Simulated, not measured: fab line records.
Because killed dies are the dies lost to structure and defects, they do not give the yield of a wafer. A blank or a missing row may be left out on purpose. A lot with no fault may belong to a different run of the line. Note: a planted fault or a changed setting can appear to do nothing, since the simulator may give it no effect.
A lot that was struck, set against a sound lot || flow nand_harc || 13 out of 1159 route steps
Sound: wafers L791.1, L791.5, L791.6. Struck: wafer L801.6 (L801.1, L801.4, from the same lot, were not struck and are left out); the cause is given at the end.
At each step with rows: each side's tool, then ch and its chambers, then its first start. Under that, the readings that differ: sound wafers || struck wafers || difference of the means || sigmas: that difference in standard deviations of wafers without a fault.
alike: a reading whose means differ by less than 2 such deviations, as well as words and numbers matching on both sides. not compared: withheld readings; readings where some wafer has no value; bounds like >300 that might hide an equal value; numbers whose values overlap and for which the record gives no deviation.
The two part at a step that has a row with sigmas, a row that says differs or no value, or rows on one side only. Numbers that don't overlap but have no deviation are shown without sigmas and don't part them. Lack of a reading on every wafer of one side parts them only where that side has two or more wafers.

first, 2 steps without rows for these wafers: NHARC_A_STAIRCASE_TRIM_189 (chemistry O2, time 211.2 s); NHARC_A_STAIRCASE_ETCH_190 (etches the open film in C4F8/O2, target depth 100 nm, time 40.5 s).
NHARC_A_STAIRCASE_TRIM_191: chemistry O2, time 211.2 s.
  sound on rie_diel-09 ch 0,3; struck on rie_diel-02 ch 0
  alike: drypump_motor_current_A, oes_product_au, rf_vpp_V, showerhead_plenum_p_Torr, throttle_valve_pct
  not compared: rf_hours_counter_h
then, 3 steps without rows for these wafers: NHARC_A_STAIRCASE_ETCH_192 (etches the open film in C4F8/O2, target depth 100 nm, time 40.5 s); NHARC_A_STAIRCASE_TRIM_193 (chemistry O2, time 211.2 s); NHARC_A_STAIRCASE_ETCH_194 (etches the open film in C4F8/O2, target depth 100 nm, time 40.5 s).
NHARC_A_STAIRCASE_TRIM_196: chemistry O2, time 211.2 s.
  sound on rie_diel-02 ch 0,3, day 10 21:41; struck on rie_diel-02 ch 1, day 14 05:14
{"reading": "oes_product_au (a.u.)", "sound": "0.994 0.994 1.005", "struck": 0.974, "difference": -0.024, "sigmas": -2}
  alike: drypump_motor_current_A, rf_vpp_V, showerhead_plenum_p_Torr, throttle_valve_pct
  not compared: rf_hours_counter_h
NHARC_A_STAIRCASE_ETCH_197: etches the open film in C4F8/O2, target depth 100 nm, time 40.5 s.
  sound on rie_diel-02 ch 1,2; struck on rie_diel-02 ch 2
  alike: oes_product_au, rf_fwd_power_W, rf_vpp_V
  not compared: rf_hours_counter_h
then, 1 step without rows for these wafers: NHARC_A_STAIRCASE_TRIM_198 (chemistry O2, time 211.2 s).
NHARC_A_STAIRCASE_ETCH_199: etches the open film in C4F8/O2, target depth 100 nm, time 40.5 s.
  sound on rie_diel-02 ch 1,2,3; struck on rie_diel-02 ch 0
  alike: oes_product_au, rf_fwd_power_W, rf_vpp_V
  not compared: rf_hours_counter_h
then, 1 step without rows for these wafers: NHARC_A_STAIRCASE_TRIM_200 (chemistry O2, time 211.2 s).
NHARC_A_STAIRCASE_ETCH_201: etches the open film in C4F8/O2, target depth 100 nm, time 40.5 s.
  sound on rie_diel-02 ch 0,1,3, day 10 22:22; struck on rie_diel-02 ch 3, day 14 05:53
{"reading": "oes_product_au (a.u.)", "sound": "0.947 0.953 0.940", "struck": 1.092, "difference": "+0.145", "sigmas": "+12"}
  alike: rf_fwd_power_W, rf_vpp_V
  not compared: rf_hours_counter_h
NHARC_A_STAIRCASE_TRIM_202: chemistry O2, time 211.2 s.
  sound on rie_diel-02 ch 0,1,3; struck on rie_diel-02 ch 2
  alike: drypump_motor_current_A, oes_product_au, rf_vpp_V, showerhead_plenum_p_Torr, throttle_valve_pct
  not compared: rf_hours_counter_h

## WHERE THEY PART
At NHARC_A_STAIRCASE_TRIM_196 first; at NHARC_A_STAIRCASE_ETCH_201 last (within this record only). Later steps at which nothing parts them and some readings are alike: NHARC_A_STAIRCASE_TRIM_202.

WHY: what the simulator had put in
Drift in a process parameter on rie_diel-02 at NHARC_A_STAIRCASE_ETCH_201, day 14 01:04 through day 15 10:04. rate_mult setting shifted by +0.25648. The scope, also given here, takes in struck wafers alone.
